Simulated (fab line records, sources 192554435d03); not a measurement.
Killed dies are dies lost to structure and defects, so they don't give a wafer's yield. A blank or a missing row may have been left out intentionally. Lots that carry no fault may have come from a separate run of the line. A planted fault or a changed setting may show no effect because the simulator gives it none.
Split-lot trial / flow n5_finfet / on a route of 1938 steps: 7 lots, 39 wafers read

SPLIT DETAILS
At N5_SD_EPI_N_EXPOSE_06 (exposes mask SD N BLK, target cd 120 nm), the setting dose_mj was moved away from the recipe's 39.75 on 12 of the 39 wafers read, by -7.7% to +7.4%. This setting was run at the recipe's value on the other wafers.

FROM THE SPLIT TO THE READING: what the file shows between them, 2 steps
- N5_SD_EPI_N_PEB_07: peb time 60 s
- N5_SD_EPI_N_DEVELOP_08: develop time 30 s

THE READING
At N5_SD_EPI_N_CD_MEAS_09: cd_nm in nanometres, against a target cd of 120 nm. Fault-free wafers of this fab line usually give 120.1 nm, standard deviation 0.61 nm.

wafer=L078.1; tool, chamber at the split=arfi_scanner-03, 0; dose_mj as run=39.75; against the recipe=recipe; cd_nm, nm=119.8; against lot-mates on the recipe=-
wafer=L078.2; tool, chamber at the split=arfi_scanner-03, 0; dose_mj as run=39.75; against the recipe=recipe; cd_nm, nm=120.4; against lot-mates on the recipe=-
wafer=L078.3; tool, chamber at the split=arfi_scanner-03, 0; dose_mj as run=39.75; against the recipe=recipe; cd_nm, nm=120.1; against lot-mates on the recipe=-
wafer=L078.4; tool, chamber at the split=arfi_scanner-03, 0; dose_mj as run=39.75; against the recipe=recipe; cd_nm, nm=120.5; against lot-mates on the recipe=-
wafer=L078.5; tool, chamber at the split=arfi_scanner-03, 0; dose_mj as run=39.75; against the recipe=recipe; cd_nm, nm=119.6; against lot-mates on the recipe=-
wafer=L078.6; tool, chamber at the split=arfi_scanner-03, 0; dose_mj as run=39.75; against the recipe=recipe; cd_nm, nm=119.5; against lot-mates on the recipe=-
wafer=L080.1; tool, chamber at the split=arfi_scanner-02, 0; dose_mj as run=39.75; against the recipe=recipe; cd_nm, nm=119.3; against lot-mates on the recipe=-
wafer=L080.2; tool, chamber at the split=arfi_scanner-02, 0; dose_mj as run=39.75; against the recipe=recipe; cd_nm, nm=120.9; against lot-mates on the recipe=-
wafer=L080.3; tool, chamber at the split=arfi_scanner-02, 0; dose_mj as run=39.75; against the recipe=recipe; cd_nm, nm=120.5; against lot-mates on the recipe=-
wafer=L080.4; tool, chamber at the split=arfi_scanner-02, 0; dose_mj as run=39.75; against the recipe=recipe; cd_nm, nm=119.6; against lot-mates on the recipe=-
wafer=L080.5; tool, chamber at the split=arfi_scanner-02, 0; dose_mj as run=39.75; against the recipe=recipe; cd_nm, nm=120.7; against lot-mates on the recipe=-
wafer=L080.6; tool, chamber at the split=arfi_scanner-02, 0; dose_mj as run=39.75; against the recipe=recipe; cd_nm, nm=119.9; against lot-mates on the recipe=-
wafer=L081.1; tool, chamber at the split=arfi_scanner-02, 0; dose_mj as run=38.51; against the recipe=-3.1%; cd_nm, nm=117.9; against lot-mates on the recipe=-2.2
wafer=L081.2; tool, chamber at the split=arfi_scanner-02, 0; dose_mj as run=39.75; against the recipe=recipe; cd_nm, nm=120.6; against lot-mates on the recipe=-
wafer=L081.3; tool, chamber at the split=arfi_scanner-02, 0; dose_mj as run=38.51; against the recipe=-3.1%; cd_nm, nm=118.2; against lot-mates on the recipe=-1.9
wafer=L081.4; tool, chamber at the split=arfi_scanner-02, 0; dose_mj as run=39.75; against the recipe=recipe; cd_nm, nm=119.8; against lot-mates on the recipe=-
wafer=L081.5; tool, chamber at the split=arfi_scanner-02, 0; dose_mj as run=38.51; against the recipe=-3.1%; cd_nm, nm=117.9; against lot-mates on the recipe=-2.2
wafer=L081.6; tool, chamber at the split=arfi_scanner-02, 0; dose_mj as run=39.75; against the recipe=recipe; cd_nm, nm=120.0; against lot-mates on the recipe=-
wafer=L086.1; tool, chamber at the split=arfi_scanner-02, 0; dose_mj as run=39.75; against the recipe=recipe; cd_nm, nm=119.3; against lot-mates on the recipe=-
wafer=L086.3; tool, chamber at the split=arfi_scanner-02, 0; dose_mj as run=39.75; against the recipe=recipe; cd_nm, nm=120.4; against lot-mates on the recipe=-
wafer=L086.6; tool, chamber at the split=arfi_scanner-02, 0; dose_mj as run=39.75; against the recipe=recipe; cd_nm, nm=120.8; against lot-mates on the recipe=-
wafer=L089.1; tool, chamber at the split=arfi_scanner-03, 0; dose_mj as run=39.75; against the recipe=recipe; cd_nm, nm=120.2; against lot-mates on the recipe=-
wafer=L089.2; tool, chamber at the split=arfi_scanner-03, 0; dose_mj as run=38.48; against the recipe=-3.2%; cd_nm, nm=118.3; against lot-mates on the recipe=-1.7
wafer=L089.3; tool, chamber at the split=arfi_scanner-03, 0; dose_mj as run=39.75; against the recipe=recipe; cd_nm, nm=119.7; against lot-mates on the recipe=-
wafer=L089.4; tool, chamber at the split=arfi_scanner-03, 0; dose_mj as run=39.75; against the recipe=recipe; cd_nm, nm=120.0; against lot-mates on the recipe=-
wafer=L089.5; tool, chamber at the split=arfi_scanner-03, 0; dose_mj as run=38.48; against the recipe=-3.2%; cd_nm, nm=118.5; against lot-mates on the recipe=-1.5
wafer=L089.6; tool, chamber at the split=arfi_scanner-03, 0; dose_mj as run=38.48; against the recipe=-3.2%; cd_nm, nm=118.0; against lot-mates on the recipe=-2.0
wafer=L091.1; tool, chamber at the split=arfi_scanner-03, 0; dose_mj as run=42.68; against the recipe=+7.4%; cd_nm, nm=124.6; against lot-mates on the recipe=+3.8
wafer=L091.2; tool, chamber at the split=arfi_scanner-03, 0; dose_mj as run=42.68; against the recipe=+7.4%; cd_nm, nm=125.1; against lot-mates on the recipe=+4.3
wafer=L091.3; tool, chamber at the split=arfi_scanner-03, 0; dose_mj as run=42.68; against the recipe=+7.4%; cd_nm, nm=125.5; against lot-mates on the recipe=+4.7
wafer=L091.4; tool, chamber at the split=arfi_scanner-03, 0; dose_mj as run=39.75; against the recipe=recipe; cd_nm, nm=120.9; against lot-mates on the recipe=-
wafer=L091.5; tool, chamber at the split=arfi_scanner-03, 0; dose_mj as run=39.75; against the recipe=recipe; cd_nm, nm=121.0; against lot-mates on the recipe=-
wafer=L091.6; tool, chamber at the split=arfi_scanner-03, 0; dose_mj as run=39.75; against the recipe=recipe; cd_nm, nm=120.4; against lot-mates on the recipe=-
wafer=L095.1; tool, chamber at the split=arfi_scanner-03, 0; dose_mj as run=39.75; against the recipe=recipe; cd_nm, nm=121.1; against lot-mates on the recipe=-
wafer=L095.2; tool, chamber at the split=arfi_scanner-03, 0; dose_mj as run=39.75; against the recipe=recipe; cd_nm, nm=119.8; against lot-mates on the recipe=-
wafer=L095.3; tool, chamber at the split=arfi_scanner-03, 0; dose_mj as run=36.69; against the recipe=-7.7%; cd_nm, nm=113.3; against lot-mates on the recipe=-6.8
wafer=L095.4; tool, chamber at the split=arfi_scanner-03, 0; dose_mj as run=36.69; against the recipe=-7.7%; cd_nm, nm=114.4; against lot-mates on the recipe=-5.7
wafer=L095.5; tool, chamber at the split=arfi_scanner-03, 0; dose_mj as run=36.69; against the recipe=-7.7%; cd_nm, nm=114.6; against lot-mates on the recipe=-5.5
wafer=L095.6; tool, chamber at the split=arfi_scanner-03, 0; dose_mj as run=39.75; against the recipe=recipe; cd_nm, nm=119.3; against lot-mates on the recipe=-

THE FIT
A straight line over all 39 wafers: cd_nm changes by +0.714 nm for each +1% of dose_mj; r = +0.97; the points scatter about the line by 0.55 nm.
The same after taking each lot's own level away (the mean of its wafers on the recipe; 39 wafers): +0.668 nm for each +1%; r = +0.97; scatter 0.56 nm.
Per that fit: largest dose_mj move, reading shift of 5.1 nm.
Measured against the standard deviation above, the lots' own levels, which go from 119.97 to 120.77 nm, span 1.3 times it.
So the lot-to-lot level changes the slope little: the two slopes agree.
Check: -4.93 nm against its lot-mates is what the line predicts for one of the wafers moved furthest among these (-7.7%) when that wafer is left out of the fit. Against them it came out at -6.77 nm.

THESE WAFERS: OTHER SPLITS
Other splits were also applied to these wafers ahead of the reading. Each is held against what the fit with the lots' levels taken away leaves over:
other split on the same wafers=N5_WELL_APT_IMPLANT_15 energy_kev; wafers away from the commonest value=15; r with cd_nm (lot level and that fit taken away)=+0.06
other split on the same wafers=N5_DUMMY_GATE_ETCH_42 bias_w; wafers away from the commonest value=15; r with cd_nm (lot level and that fit taken away)=+0.37

THE WHOLE CHAIN: every reading that the file lists as answering this split, in the file's order
step=N5_SD_EPI_N_CD_MEAS_09; what it does=target cd 120 nm; reading=cd_nm; change (the file's fit)=+0.673 nm for each +1% of the setting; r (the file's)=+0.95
step=N5_SD_EPI_N_DESCUM_14; what it does=chemistry O2, time 7.9 s; reading=SD_EPI_N.cd_nm (the simulator's own value, which no gauge read); change (the file's fit)=+0.693 nm for each +1% of the setting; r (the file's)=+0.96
step=N5_SD_EPI_N_ETCH_35; what it does=etches SOC in N2/H2, overetch 108 nm, time 486 s; reading=SD_EPI_N.cd_nm (the simulator's own value, which no gauge read); change (the file's fit)=+0.717 nm for each +1% of the setting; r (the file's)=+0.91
step=N5_SD_EPI_N_ETCHBACK_44; what it does=etches SiNx in CH3F/O2, stops on SiO2, target depth 14.5 nm; reading=SD_EPI_N.cd_nm (the simulator's own value, which no gauge read); change (the file's fit)=+0.715 nm for each +1% of the setting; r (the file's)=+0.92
step=N5_SD_EPI_N_SD_RECESS_17; what it does=chemistry HBr/Cl2/O2, target depth 41 nm, time 23.7 s, bt time 3 s; reading=SD_EPI_N.cd_nm (the simulator's own value, which no gauge read); change (the file's fit)=+0.729 nm for each +1% of the setting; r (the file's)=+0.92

FILE'S OWN FIT
cd_nm changes by +0.673 nm for each +1% of dose_mj, r = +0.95.
